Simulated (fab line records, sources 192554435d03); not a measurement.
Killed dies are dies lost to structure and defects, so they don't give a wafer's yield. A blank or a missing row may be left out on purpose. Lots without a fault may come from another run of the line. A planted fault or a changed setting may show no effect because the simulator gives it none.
fab line records | flow n5_finfet | part 1 of 2: steps 1 to 21 of 31
record lots=5 wafers=15 last_day=18
route steps=1938 shown MOL_CONTACT_COAG@565
lots that met no fault: from a run of the same line without faults
start_h: hours from the record's first day to the start of the lot's first wafer shown | wait_h: hours since the lot's step before | " the same as in the row above | L1.1+2: a row that stands for several wafers | - no value, or no start given | * or withheld: withheld | < > ~ a bound
route shown NAME@n: a module of which the file shows steps, and the number in the route of the first | usual: mean/standard deviation of fault-free wafers | same: alike in all rows | chamber/n: place in a boat | sites: the reading at each site | _std_site: their standard deviation | _edge_site: outer sites' mean less inner sites' | radius_mm: how far each site lies from the wafer's centre | mask NAME#n: copy n | behind: the tool/chamber that last shaped the wafer | hold: why the lot was held/for how many hours/how that ended | device: the transistor (n, p or np) that didn't switch | end of line: the same wafers' tests at the end of the route | a step without rows: its recipe alone | killed: dies lost to structure and defects at the first sort, not the wafer's yield | map: a wafer's dies, x killed, . not, _ none there
set.NAME: the setting as run; set.NAME@STEP: as run at that earlier step | model.NAME: the simulator's own value behind a step, which no gauge read
lots at some steps of the route; a table a step, a row a wafer
services: from which hour (start_h, from the record's first day; less than 0 if before it) a tool's chamber was out of use, for how many hours, and why
## steps
# step N5_MOL_CONTACT_COAG_COAT_76
# recipe resist=SiARC temp_c=220 time_s=60 spin_rpm=1500 resist_thk_nm=10
# columns lot.wafer tool chamber start_h wait_h
L077.3+5+6 litho_track-05 0 - -
L092.1+2+6 litho_track-05 0 - -
L094.2+3+4 litho_track-01 0 - -
L096.2+4+5 litho_track-02 0 - -
L097.3+5+6 litho_track-05 0 - -
# step N5_MOL_CONTACT_COAG_COAT_77
# recipe resist=underlayer temp_c=205 time_s=60 spin_rpm=1500 resist_thk_nm=10
# columns lot.wafer tool chamber start_h wait_h
L077.3+5+6 litho_track-05 0 - -
L092.1+2+6 litho_track-05 0 - -
L094.2+3+4 litho_track-01 0 - -
L096.2+4+5 litho_track-02 0 - -
L097.3+5+6 litho_track-05 0 - -
# step N5_MOL_CONTACT_COAG_COAT_78
# recipe resist=CAR-EUV spin_rpm=1500 resist_thk_nm=40
# columns lot.wafer tool chamber start_h wait_h
L077.3+5+6 litho_track-05 0 - -
L092.1+2+6 litho_track-05 0 - -
L094.2+3+4 litho_track-01 0 - -
L096.2+4+5 litho_track-02 0 - -
L097.3+5+6 litho_track-05 0 - -
# step N5_MOL_CONTACT_COAG_EBR_80
# recipe solvent=PGMEA ebr_width_mm=1.5
# columns lot.wafer tool chamber start_h wait_h
L077.3+5+6 litho_track-05 0 - -
L092.1+2+6 litho_track-05 0 - -
L094.2+3+4 litho_track-01 0 - -
L096.2+4+5 litho_track-02 0 - -
L097.3+5+6 litho_track-05 0 - -
# step N5_MOL_CONTACT_COAG_SOFTBAKE_79
# recipe temp_c=110 time_s=60 resist=CAR-EUV
# columns lot.wafer tool chamber start_h wait_h
L077.3+5+6 litho_track-05 0 - -
L092.1+2+6 litho_track-05 0 - -
L094.2+3+4 litho_track-01 0 - -
L096.2+4+5 litho_track-02 0 - -
L097.3+5+6 litho_track-05 0 - -
# step N5_MOL_CONTACT_COAG_EXPOSE_81
# recipe mask_id=VG na=0.33 source_shape=annular sigma_inner=0.3 sigma_outer=0.7 polarization=unpolarized defocus_nm=0 dose_mj=59.5
# columns lot.wafer tool chamber start_h wait_h mask
L077.3+5+6 euv_scanner-01 0 118.30 - VG#0
L092.1+2+6 euv_scanner-01 0 215.16 - VG#0
L094.2+3+4 euv_scanner-01 0 225.36 - VG#0
L096.2+4+5 euv_scanner-02 0 232.10 - VG#0
L097.3+5+6 euv_scanner-01 0 237.13 - VG#0
# step N5_MOL_CONTACT_COAG_PEB_82
# recipe peb_temp_c=100 peb_time_s=60 resist=CAR-EUV
# columns lot.wafer tool chamber start_h wait_h
L077.3+5+6 litho_track-02 0 118.36 0.1
L092.1+2+6 litho_track-05 0 215.24 0.1
L094.2+3+4 litho_track-01 0 225.43 0.1
L096.2+4+5 litho_track-01 0 232.17 0.1
L097.3+5+6 litho_track-01 0 237.20 0.1
# step N5_MOL_CONTACT_COAG_DEVELOP_83
# recipe develop_time_s=30 developer=TMAH resist=CAR-EUV rinse_liquid=surfactant_rinse dry=air_spin dev_temp_c=23
# same develop_time_s=30
# columns lot.wafer tool chamber start_h wait_h
L077.3+5+6 litho_track-02 0 - -
L092.1+2+6 litho_track-05 0 - -
L094.2+3+4 litho_track-01 0 - -
L096.2+4+5 litho_track-01 0 - -
L097.3+5+6 litho_track-01 0 - -
# step N5_MOL_CONTACT_COAG_CD_MEAS_84
# recipe target_cd_nm=25.1 landing_energy_ev=500 detector=se_inlens polarity=opening
# usual cd_nm=25.04/0.26
# columns lot.wafer tool chamber start_h wait_h cd_nm
L077.3 cd_sem-01 0 118.42 - 24.75
L077.5 " 0 " " 25.09
L077.6 " 0 " " 25.05
L092.1 cd_sem-02 0 215.30 - 25.11
L092.2 " 0 " " 25.20
L092.6 " 0 " " 24.87
L094.2 cd_sem-01 0 225.50 - 24.96
L094.3 " 0 " " 25.04
L094.4 " 0 " " 25.22
L096.2 cd_sem-03 0 232.24 - 25.12
L096.4 " 0 " " 25.42
L096.5 " 0 " " 25.16
L097.3 cd_sem-03 0 237.26 - 24.98
L097.5 " 0 " " 24.99
L097.6 " 0 " " 25.13
# step N5_MOL_CONTACT_COAG_OVL_MEAS_85
# recipe points_per_wafer=522
# usual VG_OVL=0.3/0.64
# columns lot.wafer tool chamber start_h wait_h VG_OVL[nm]
L077.3 overlay-02 0 118.46 0.0 -0.1
L077.5 " 0 " " 0.8
L077.6 " 0 " " 1.9
L092.1 overlay-01 0 215.33 0.0 0.2
L092.2 " 0 " " -0.7
L092.6 " 0 " " 0.9
L094.2 overlay-01 0 225.53 0.0 0.3
L094.3 " 0 " " -0.3
L094.4 " 0 " " 0.2
L096.2 overlay-01 0 232.27 0.0 0.8
L096.4 " 0 " " -0.4
L096.5 " 0 " " -0.4
L097.3 overlay-02 0 237.30 0.0 -0.1
L097.5 " 0 " " 0.7
L097.6 " 0 " " -0.8
# step N5_MOL_CONTACT_COAG_INSPECT_57
# recipe mode=adi inspect_instrument=brightfield
# usual raw_defect_count=197/61
# columns lot.wafer tool chamber start_h wait_h raw_defect_count
L077.3 defect_inspect-02 - 118.51 0.0 157
L077.5 " - " " 85
L077.6 " - " " 130
L092.1 defect_inspect-01 - 215.39 0.1 240
L092.2 " - " " 239
L092.6 " - " " 187
L094.2 defect_inspect-01 - 225.59 0.0 277
L094.3 " - " " 186
L094.4 " - " " 189
L096.2 defect_inspect-01 - 232.32 0.0 121
L096.4 " - " " 187
L096.5 " - " " 197
L097.3 defect_inspect-01 - 237.35 0.0 244
L097.5 " - " " 247
L097.6 " - " " 251
# step N5_MOL_CONTACT_COAG_DESCUM_88
# recipe chemistry=O2 time_s=7 source_power_w=50 bias_power_w=20 pressure_mtorr=20 rf_frequency_hz=2.712e+07 temp_c=40 resist=CAR-EUV o2_flow_sccm=225
# usual drypump_motor_current_A=5.8/0.47 oes_product_au=0.79/0.083 rf_vpp_V=244.1/1.2 showerhead_plenum_p_Torr=2.15/0.055 throttle_valve_pct=20.36/0.18
# columns lot.wafer tool chamber start_h wait_h drypump_motor_current_A oes_product_au rf_hours_counter_h rf_vpp_V showerhead_plenum_p_Torr throttle_valve_pct
L077.3 rie_diel-04 3 118.54 0.0 4.9 0.85 71 241.3 2.01 20.35
L077.5 " 3 " " 4.9 0.85 - 241.2 2.02 20.35
L077.6 " 1 " " 5.7 0.80 - 243.3 2.10 20.21
L092.1 rie_diel-05 2 215.45 0.1 5.9 0.72 224 244.8 2.17 20.33
L092.2 " 0 " " 5.6 0.75 177 244.3 2.19 20.48
L092.6 " 0 " " 5.6 0.75 - 243.5 2.19 20.47
L094.2 rie_diel-01 1 225.88 0.3 6.0 0.76 154 244.1 2.19 20.35
L094.3 " 2 " " 5.8 1.00 4 244.4 2.13 19.83
L094.4 " 0 " " 5.5 0.67 - 244.3 2.12 20.40
L096.2 rie_diel-04 3 232.39 0.1 4.9 0.82 110 242.3 2.00 20.41
L096.4 " 0 " " 6.7 0.85 74 244.9 2.21 20.16
L096.5 " 1 " " 5.6 0.77 - 242.0 2.09 20.23
L097.3 rie_diel-04 2 237.38 0.0 5.0 0.88 40 244.4 2.13 20.44
L097.5 " 2 " " 5.0 0.88 - 242.7 2.13 20.43
L097.6 " 3 " " 4.9 0.81 - 243.2 2.00 20.40
# step N5_MOL_CONTACT_COAG_ETCH_89
# recipe chemistry=N2/H2 target=underlayer target_depth_a=130 mask_material=CAR-EUV time_s=10.4 ion_energy_ev=200 pressure_mtorr=30 source_w=840 bias_w=150 n2_flow_sccm=200 h2_flow_sccm=200 ends=cleared
# usual drypump_motor_current_A=5.8/0.48 etch_rf_on_time_s=10.48/0.21 oes_product_au=0.66/0.071 rf_vpp_V=525.7/2 showerhead_plenum_p_Torr=2.61/0.059 throttle_valve_pct=17.75/0.22
# columns lot.wafer tool chamber start_h wait_h drypump_motor_current_A etch_rf_on_time_s oes_product_au rf_hours_counter_h rf_vpp_V showerhead_plenum_p_Torr throttle_valve_pct
L077.3 rie_diel-04 3 118.58 0.0 4.9 10.28 0.72 71 521.1 2.46 17.90
L077.5 " 3 " " 4.9 10.32 0.72 - 521.0 2.46 17.90
L077.6 " 1 " " 5.6 10.45 0.67 - 524.2 2.55 17.54
L092.1 rie_diel-05 2 215.49 0.0 5.9 10.61 0.60 224 525.9 2.61 17.50
L092.2 " 0 " " 5.6 10.41 0.64 177 526.3 2.65 17.89
L092.6 " 0 " " 5.6 10.58 0.63 - 526.1 2.65 17.89
L094.2 rie_diel-01 1 225.92 0.0 6.1 10.57 0.63 154 526.6 2.66 17.78
L094.3 " 2 " " 5.8 10.53 0.83 4 525.6 2.61 17.36
L094.4 " 0 " " 5.5 10.59 0.57 - 525.0 2.58 17.80
L096.2 rie_diel-04 3 232.43 0.0 4.9 10.19 0.69 110 520.6 2.45 17.97
L096.4 " 0 " " 6.7 10.22 0.71 74 528.2 2.67 17.38
L096.5 " 1 " " 5.6 10.19 0.66 - 524.5 2.53 17.61
L097.3 rie_diel-04 2 237.42 0.0 5.0 10.71 0.76 40 524.8 2.59 17.95
L097.5 " 2 " " 5.0 10.65 0.75 - 526.1 2.59 17.96
L097.6 " 3 " " 4.9 10.16 0.69 - 521.6 2.45 17.96
# step N5_MOL_CONTACT_COAG_ETCH_90
# recipe chemistry=CF4 target=SiARC target_depth_a=130 mask_material=CAR-EUV time_s=21.7 ion_energy_ev=80 pressure_mtorr=40 source_w=545 bias_w=36 Ar_flow_sccm=100 cf4_flow_sccm=100 ends=cleared
# usual drypump_motor_current_A=5.8/0.47 etch_rf_on_time_s=21.9/0.44 oes_product_au=0.66/0.07 rf_vpp_V=184.8/1.1 showerhead_plenum_p_Torr=2.19/0.044 throttle_valve_pct=15.54/0.18
# columns lot.wafer tool chamber start_h wait_h drypump_motor_current_A etch_rf_on_time_s oes_product_au rf_hours_counter_h rf_vpp_V showerhead_plenum_p_Torr throttle_valve_pct
L077.3 rie_diel-04 3 118.60 0.0 4.9 21.4 0.73 71 183.2 2.09 15.63
L077.5 " 3 " " 4.9 21.5 0.72 - 181.9 2.09 15.63
L077.6 " 1 " " 5.7 21.5 0.67 - 184.7 2.16 15.42
L092.1 rie_diel-05 2 215.51 0.0 5.9 22.7 0.59 224 186.3 2.20 15.43
L092.2 " 0 " " 5.6 22.2 0.63 177 185.0 2.21 15.64
L092.6 " 0 " " 5.6 22.2 0.64 - 185.6 2.21 15.65
L094.2 rie_diel-01 1 225.94 0.0 6.0 22.2 0.63 154 185.0 2.22 15.48
L094.3 " 2 " " 5.8 21.9 0.83 4 184.0 2.18 15.02
L094.4 " 0 " " 5.5 21.8 0.57 - 183.8 2.19 15.78
L096.2 rie_diel-04 3 232.45 0.0 4.9 21.4 0.69 110 182.5 2.08 15.70
L096.4 " 0 " " 6.7 21.2 0.72 74 184.9 2.25 15.31
L096.5 " 1 " " 5.6 21.3 0.65 - 184.1 2.14 15.47
L097.3 rie_diel-04 2 237.44 0.0 5.0 22.6 0.74 40 184.5 2.18 15.61
L097.5 " 2 " " 5.0 22.8 0.74 - 184.0 2.18 15.62
L097.6 " 3 " " 4.9 21.6 0.69 - 182.1 2.07 15.72
# step N5_MOL_CONTACT_COAG_ALD_131
# recipe material=SiO2 target_thk_a=50 temp_c=100 ald_precursor_family=BDEAS ald_co_reactant=O2-plasma pulse_time_s=1 co_reactant_pulse_time_s=1 purge_time_s=2 co_reactant_purge_time_s=2 ald_cycles=35 pressure_torr=2
# usual heater_power_w=77/5.2 precursor_pulse_height_rel=1.000/0.02
# same pulse_time_s=1 purge_time_s=2
# columns lot.wafer tool chamber start_h wait_h heater_power_w precursor_pulse_height_rel
L077.3 ald_sin-01 0 118.68 0.1 79 1.007
L077.5 " 1 " " 78 1.009
L077.6 " 2 " " 83 1.009
L092.1 ald_sin-03 2 215.59 0.1 69 0.976
L092.2 " 1 " " 74 0.997
L092.6 " 1 " " 73 0.989
L094.2 ald_sin-01 1 226.02 0.1 74 0.965
L094.3 " 0 " " 79 0.990
L094.4 " 0 " " 79 0.976
L096.2 ald_sin-02 1 232.53 0.1 79 1.025
L096.4 " 0 " " 78 0.996
L096.5 " 1 " " 79 1.022
L097.3 ald_sin-03 2 237.52 0.1 70 0.972
L097.5 " 0 " " 82 0.981
L097.6 " 1 " " 73 1.013
# step N5_MOL_CONTACT_COAG_ETCHBACK_132
# recipe chemistry=CHF3 target=SiO2 target_depth_a=100 time_s=6.7 ion_energy_ev=200 pressure_mtorr=30 source_w=610 bias_w=170 Ar_flow_sccm=200 CHF3_flow_sccm=50
# usual drypump_motor_current_A=5.8/0.47 oes_ar_750_au=0.77/0.081 oes_product_au=0.78/0.085 rf_vpp_V=532/9.2 showerhead_plenum_p_Torr=2.44/0.047 throttle_valve_pct=18.64/0.18
# columns lot.wafer tool chamber start_h wait_h drypump_motor_current_A oes_ar_750_au oes_product_au rf_hours_counter_h rf_vpp_V showerhead_plenum_p_Torr throttle_valve_pct
L077.3 rie_diel-01 1 118.86 0.1 6.1 0.76 0.78 120 548 2.47 18.46
L077.5 " 2 " " 5.8 0.68 0.69 - 535 2.44 18.55
L077.6 " 1 " " 6.1 0.76 0.78 - 549 2.47 18.45
L092.1 rie_diel-01 0 215.80 0.1 5.5 0.68 0.67 257 529 2.43 18.80
L092.2 " 1 " " 6.1 0.74 0.75 149 547 2.46 18.52
L092.6 " 0 " " 5.5 0.68 0.66 - 529 2.43 18.82
L094.2 rie_diel-01 1 226.20 0.1 6.0 0.73 0.75 154 548 2.46 18.51
L094.3 " 0 " " 5.5 0.68 0.67 262 529 2.43 18.81
L094.4 " 1 " " 6.1 0.73 0.74 - 547 2.46 18.53
L096.2 rie_diel-01 3 232.80 0.2 5.8 0.85 0.86 55 531 2.42 18.94
L096.4 " 3 " " 5.8 0.86 0.86 - 530 2.42 18.97
L096.5 " 1 " " 6.0 0.73 0.74 - 549 2.46 18.51
L097.3 rie_diel-04 2 237.70 0.1 5.0 0.87 0.89 40 525 2.42 18.71
L097.5 " 0 " " 6.7 0.82 0.83 - 528 2.49 18.39
L097.6 " 1 " " 5.6 0.77 0.76 - 517 2.38 18.57
# step N5_MOL_CONTACT_COAG_ETCH_91
# recipe chemistry=N2/H2 target=SOC target_depth_a=600 overetch_a=210 mask_material=SiARC temp_c=40 time_s=101.2 ion_energy_ev=200 pressure_mtorr=30 source_w=840 bias_w=150 n2_flow_sccm=200 h2_flow_sccm=200
# usual drypump_motor_current_A=5.8/0.47 oes_product_au=0.65/0.068 rf_vpp_V=525.8/1.8 showerhead_plenum_p_Torr=2.61/0.058 throttle_valve_pct=17.73/0.22
# columns lot.wafer tool chamber start_h wait_h drypump_motor_current_A oes_product_au rf_hours_counter_h rf_vpp_V showerhead_plenum_p_Torr throttle_valve_pct
L077.3 rie_diel-01 1 118.89 0.0 6.1 0.65 120 527.6 2.67 17.71
L077.5 " 2 " " 5.8 0.58 - 524.5 2.62 17.68
L077.6 " 1 " " 6.1 0.65 - 526.1 2.67 17.69
L092.1 rie_diel-01 0 215.85 0.0 5.5 0.57 257 525.6 2.59 17.77
L092.2 " 1 " " 6.0 0.63 149 528.3 2.66 17.76
L092.6 " 0 " " 5.5 0.56 - 524.8 2.59 17.79
L094.2 rie_diel-01 1 226.23 0.0 6.0 0.63 154 527.0 2.66 17.76
L094.3 " 0 " " 5.5 0.57 262 524.2 2.58 17.80
L094.4 " 1 " " 6.0 0.62 - 526.3 2.66 17.76
L096.2 rie_diel-01 3 232.84 0.0 5.8 0.71 55 523.6 2.58 18.04
L096.4 " 3 " " 5.8 0.71 - 525.1 2.58 18.05
L096.5 " 1 " " 6.1 0.62 - 528.0 2.66 17.75
L097.3 rie_diel-04 2 237.73 0.0 5.0 0.74 40 524.2 2.59 17.92
L097.5 " 0 " " 6.7 0.69 - 527.1 2.66 17.36
L097.6 " 1 " " 5.7 0.63 - 523.5 2.53 17.57
# step N5_MOL_CONTACT_COAG_STRIP_92
# recipe chemistry=N2/H2 temp_c=40 n2_flow_sccm=200 h2_flow_sccm=200 rf_frequency_hz=6e+07
# columns lot.wafer tool chamber start_h wait_h
L077.3+5+6 rie_diel-01 1,2,1 118.96 0.0
L092.1+2+6 rie_diel-01 0,1,0 215.96 0.1
L094.2+3+4 rie_diel-01 1,0,1 226.30 0.0
L096.2+4+5 rie_diel-01 3,3,1 232.91 0.0
L097.3+5+6 rie_diel-04 2,0,1 237.80 0.0
# step N5_MOL_CONTACT_COAG_STRIP_93
# recipe chemistry=N2/H2 temp_c=40 n2_flow_sccm=200 h2_flow_sccm=200 rf_frequency_hz=6e+07
# columns lot.wafer tool chamber start_h wait_h
L077.3+5+6 rie_diel-01 1,2,1 118.97 0.0
L092.1+2+6 rie_diel-01 0,1,0 215.98 0.0
L094.2+3+4 rie_diel-01 1,0,1 226.31 0.0
L096.2+4+5 rie_diel-01 3,3,1 232.92 0.0
L097.3+5+6 rie_diel-04 2,0,1 237.81 0.0
# step N5_MOL_CONTACT_COAG_ETCHBACK_135
# recipe chemistry=CHF3 target=SiO2 target_depth_a=250 time_s=16.7 ion_energy_ev=200 pressure_mtorr=30 source_w=610 bias_w=170 Ar_flow_sccm=200 CHF3_flow_sccm=50
# usual drypump_motor_current_A=5.8/0.47 oes_ar_750_au=0.77/0.081 oes_product_au=0.78/0.085 rf_vpp_V=532/9 showerhead_plenum_p_Torr=2.44/0.047 throttle_valve_pct=18.64/0.18
# columns lot.wafer tool chamber start_h wait_h drypump_motor_current_A oes_ar_750_au oes_product_au rf_hours_counter_h rf_vpp_V showerhead_plenum_p_Torr throttle_valve_pct
L077.3 rie_diel-01 1 118.98 0.0 6.0 0.76 0.78 120 549 2.47 18.47
L077.5 " 2 " " 5.9 0.68 0.69 - 536 2.44 18.54
L077.6 " 1 " " 6.0 0.76 0.77 - 549 2.47 18.48
L092.1 rie_diel-01 0 215.99 0.0 5.5 0.68 0.67 257 529 2.43 18.80
L092.2 " 1 " " 6.1 0.74 0.75 149 548 2.46 18.52
L092.6 " 0 " " 5.5 0.68 0.67 - 528 2.43 18.80
L094.2 rie_diel-01 1 226.32 0.0 6.0 0.73 0.74 154 548 2.46 18.52
L094.3 " 0 " " 5.5 0.67 0.68 262 529 2.43 18.83
L094.4 " 1 " " 6.0 0.74 0.75 - 547 2.46 18.52
L096.2 rie_diel-01 3 232.93 0.0 5.7 0.85 0.86 55 531 2.42 18.96
L096.4 " 3 " " 5.8 0.86 0.86 - 531 2.42 18.96
L096.5 " 1 " " 6.0 0.72 0.75 - 546 2.46 18.53
L097.3 rie_diel-04 2 237.82 0.0 5.0 0.87 0.89 40 524 2.42 18.72
L097.5 " 0 " " 6.7 0.82 0.83 - 528 2.49 18.40
L097.6 " 1 " " 5.7 0.77 0.75 - 517 2.38 18.58
# step N5_MOL_CONTACT_COAG_STRIP_118
# recipe chemistry=CHF3 resist=SiARC rf_frequency_hz=6e+07
# columns lot.wafer tool chamber start_h wait_h
L077.3+5+6 rie_diel-01 1,2,1 119.00 0.0
L092.1+2+6 rie_diel-01 0,1,0 216.02 0.0
L094.2+3+4 rie_diel-01 1,0,1 226.35 0.0
L096.2+4+5 rie_diel-01 3,3,1 232.95 0.0
L097.3+5+6 rie_diel-04 2,0,1 237.84 0.0
